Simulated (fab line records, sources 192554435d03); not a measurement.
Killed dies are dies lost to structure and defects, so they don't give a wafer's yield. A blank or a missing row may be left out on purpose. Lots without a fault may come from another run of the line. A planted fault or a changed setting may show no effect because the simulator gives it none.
fab line records | flow n5_finfet
record lots=7 wafers=21
route steps=1938 shown BEOL_M13@1706 BEOL_M14@1730 MIM_BOT_LITHO@1858 PASSIVATION@1930
start_h: hours from the record's first day to the start of the lot's first wafer shown | wait_h: hours since the lot's step before | " the same as in the row above | L1.1+2: a row that stands for several wafers | - no value, or no start given | * or withheld: withheld | < > ~ a bound
route shown NAME@n: a module of which the file shows steps, and the number in the route of the first | usual: mean/standard deviation of fault-free wafers | same: alike in all rows | chamber/n: place in a boat | sites: the reading at each site | _std_site: their standard deviation | _edge_site: outer sites' mean less inner sites' | radius_mm: how far each site lies from the wafer's centre | mask NAME#n: copy n | behind: the tool/chamber that last shaped the wafer | hold: why the lot was held/for how many hours/how that ended | device: the transistor (n, p or np) that didn't switch | end of line: the same wafers' tests at the end of the route | a step without rows: its recipe alone | killed: dies lost to structure and defects at the first sort, not the wafer's yield | map: a wafer's dies, x killed, . not, _ none there
set.NAME: the setting as run; set.NAME@STEP: as run at that earlier step | model.NAME: the simulator's own value behind a step, which no gauge read
lots whose settings were changed on purpose; a table a step, a row a wafer
## steps
# step N5_BEOL_M13_SPUTTER_44
# recipe material=Ta target_thk_a=100 temp_c=50 bias_v=80 power_w=15000 chamber_pressure_pa=0.07 time_s=16.13
# columns lot.wafer tool chamber start_h wait_h set.time_s model.Ta_of_BEOL_M13_SPUTTER_44.thk_nm
L077.1 pvd_sputter-03 - 243.80 0.0 14.75 9
L077.5 " - " " 16.13 10.2
L077.6 " - " " 16.13 10
L078.4+5 pvd_sputter-03 - 258.08 0.0 16.13 9.8
L078.6 " - " " 16.13 10
L080.1 pvd_sputter-01 - 270.33 0.0 16.13 10
L080.5+6 " - " " 16.13 10.2
L083.4 pvd_sputter-01 - 294.61 0.0 17.4 10.6
L083.5 " - " " 16.13 9.8
L083.6 " - " " 17.4 10.8
L084.2 pvd_sputter-02 - 301.34 0.0 16.13 9.8
L084.4 " - " " 16.13 10
L084.6 " - " " 17.51 10.8
L096.3 pvd_sputter-03 - 384.58 0.0 14.38 8.8
L096.5 " - " " 16.13 10
L096.6 " - " " 16.13 9.8
L097.2 pvd_sputter-01 - 384.82 0.0 14.02 8.8
L097.4 " - " " 16.13 10
L097.5 " - " " 14.02 8.6
# step N5_BEOL_M14_ETCH_59
# recipe chemistry=N2/H2 target=BARC target_depth_a=890 overetch_a=267 time_s=67.9 ion_energy_ev=200 pressure_mtorr=30 source_w=840 bias_w=150 n2_flow_sccm=200 h2_flow_sccm=200
# columns lot.wafer tool chamber start_h wait_h set.time_s model.coat_of_BEOL_M14_COAT_04.thk_nm
L077.1 rie_diel-01 2 245.95 0.0 67.9 718.2
L077.5 " 1 " " 67.9 717.2
L077.6 " 2 " " 54.38 728.4
L078.4 rie_diel-06 2 259.84 0.0 67.9 715
L078.5 " 2 " " 67.9 715.6
L078.6 " 1 " " 58.93 728.4
L080.1 rie_diel-01 2 272.99 0.0 67.9 718.8
L080.5 " 3 " " 67.9 718.2
L080.6 " 0 " " 67.9 715
L083.4 rie_diel-02 1 296.53 0.0 75.75 707.8
L083.5 " 3 " " 67.9 720
L083.6 " 0 " " 67.9 717
L084.2 rie_diel-02 3 303.36 0.0 67.9 720.4
L084.4 " 0 " " 67.9 717
L084.6 " 1 " " 67.9 717.8
L096.3 rie_diel-06 3 387.21 0.0 67.9 720
L096.5 " 1 " " 67.9 719.4
L096.6 " 0 " " 67.9 718.2
L097.2 rie_diel-01 0 387.34 0.0 67.9 710.2
L097.4 " 1 " " 67.9 713.2
L097.5 " 0 " " 67.9 711.4
# step N5_MIM_BOT_LITHO_EXPOSE_05
# recipe mask_id=MIM_BOT na=0.55 source_shape=conventional sigma_outer=0.8 polarization=unpolarized dose_mj=24.25
# columns lot.wafer tool chamber start_h wait_h mask set.dose_mj
L077.1+6 krf_scanner-02 0 261.94 - MIM_BOT#0 22.97
L077.5 " 0 " " MIM_BOT#0 24.25
L078.4+5 krf_scanner-01 0 277.29 - MIM_BOT#0 23.63
L078.6 " 0 " " MIM_BOT#0 24.25
L080.1+5+6 krf_scanner-01 0 302.54 - MIM_BOT#0 24.25
L083.4+5+6 krf_scanner-02 0 314.06 - MIM_BOT#0 24.25
L084.2+6 krf_scanner-02 0 317.85 - MIM_BOT#0 22.54
L084.4 " 0 " " MIM_BOT#0 24.25
L096.3 krf_scanner-02 0 405.03 - MIM_BOT#0 24.25
L096.5+6 " 0 " " MIM_BOT#0 24.96
L097.2+5 krf_scanner-01 0 405.19 - MIM_BOT#0 24.25
L097.4 " 0 " " MIM_BOT#0 25.2
# step N5_MIM_BOT_LITHO_PEB_06
# recipe peb_temp_c=withheld peb_time_s=*
# step N5_MIM_BOT_LITHO_DEVELOP_07
# recipe develop_time_s=60 rinse_liquid=diw dry=air_spin dev_temp_c=21
# step N5_MIM_BOT_LITHO_HARDBAKE_09
# recipe temp_c=130 time_s=120
# step N5_MIM_BOT_LITHO_CD_MEAS_08
# recipe target_cd_nm=3000 landing_energy_ev=500 detector=se_inlens polarity=opening
# usual cd_nm=3001.3/2.1
# columns lot.wafer tool chamber start_h wait_h set.dose_mj@MIM_BOT_LITHO_EXPOSE_05 cd_nm
L077.1 cd_sem-03 0 262.11 - 22.97 2991.2
L077.5 " 0 " " 24.25 3001.7
L077.6 " 0 " " 22.97 2992.1
L078.4 cd_sem-02 0 277.45 - 23.63 2997.6
L078.5 " 0 " " 23.63 2997.3
L078.6 " 0 " " 24.25 3001.8
L080.1 cd_sem-02 0 302.72 - 24.25 2998.2
L080.5 " 0 " " 24.25 2998.0
L080.6 " 0 " " 24.25 2994.7
L083.4 cd_sem-01 0 314.22 - 24.25 3003.1
L083.5 " 0 " " 24.25 3002.6
L083.6 " 0 " " 24.25 3004.3
L084.2 cd_sem-03 0 318.02 - 22.54 2990.2
L084.4 " 0 " " 24.25 2999.6
L084.6 " 0 " " 22.54 2989.4
L096.3 cd_sem-03 0 405.20 - 24.25 3000.8
L096.5 " 0 " " 24.96 3001.5
L096.6 " 0 " " 24.96 3007.6
L097.2 cd_sem-01 0 405.36 - 24.25 2998.0
L097.4 " 0 " " 25.2 3007.5
L097.5 " 0 " " 24.25 3003.3
# step N5_PASSIVATION_ETCH_54
# recipe chemistry=CHF3/O2 target=SiO2 target_depth_a=8800 CHF3_flow_sccm=50 O2_flow_sccm=5 Ar_flow_sccm=200 time_s=440 mask_material=PR pressure_mtorr=30 source_w=650 bias_w=170 ion_energy_ev=200
# usual rf_vpp_V=524/4.9
# columns lot.wafer tool chamber start_h wait_h set.source_w rf_vpp_V model.PASSIVATION.feature_depth_nm model.etch.depth_nm
L077.1 rie_diel-06 2 267.57 0.1 650 530 893 892.9
L077.5 " 3 " " 650 534 878.2 878.1
L077.6 " 2 " " 650 528 893 893
L078.4 rie_diel-02 3 284.18 0.1 650 523 877 877.1
L078.5 " 1 " " 650 522 882 882
L078.6 " 0 " " 650 519 876.4 876.3
L080.1 rie_diel-02 1 308.65 0.1 650 520 879 879
L080.5 " 0 " " 650 516 876.8 876.7
L080.6 " 1 " " 650 521 883.2 883.2
L083.4 rie_diel-02 0 320.96 0.1 752 480 933.8 933.7
L083.5 " 1 " " 650 522 881 881
L083.6 " 3 " " 650 522 873 873
L084.2 rie_diel-02 1 324.41 0.1 650 522 888.6 888.6
L084.4 " 0 " " 613 532 854.6 854.7
L084.6 " 3 " " 650 521 869.2 869.2
L096.3 rie_diel-06 0 412.04 0.1 749.6 493 914.2 914.3
L096.5 " 0 " " 749.6 494 918.4 918.4
L096.6 " 3 " " 650 534 883 883.1
L097.2 rie_diel-01 0 412.89 0.1 553.5 568 845.2 845.3
L097.4 " 0 " " 553.5 567 843.6 843.6
L097.5 " 2 " " 553.5 563 823.6 823.7
## key
split step=N5_BEOL_M13_SPUTTER_44 setting=time_s stated=16.13 by=wafer
response step=N5_BEOL_M13_SPUTTER_44 reading=model.Ta_of_BEOL_M13_SPUTTER_44.thk_nm change=+0.107 per=1% r=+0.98
split step=N5_BEOL_M14_ETCH_59 setting=time_s stated=67.9 by=wafer
response step=N5_BEOL_M14_ETCH_59 reading=model.coat_of_BEOL_M14_COAT_04.thk_nm change=-0.724 per=1% r=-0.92
split step=N5_MIM_BOT_LITHO_EXPOSE_05 setting=dose_mj stated=24.25 by=wafer
response step=N5_MIM_BOT_LITHO_CD_MEAS_08 reading=cd_nm change=+1.58 per=1% r=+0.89
split step=N5_PASSIVATION_ETCH_54 setting=source_w stated=650 by=wafer
response step=N5_PASSIVATION_ETCH_54 reading=rf_vpp_V change=-2.59 per=1% r=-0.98
response step=N5_PASSIVATION_ETCH_54 reading=model.PASSIVATION.feature_depth_nm change=+3 per=1% r=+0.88
response step=N5_PASSIVATION_ETCH_54 reading=model.etch.depth_nm change=+3 per=1% r=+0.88
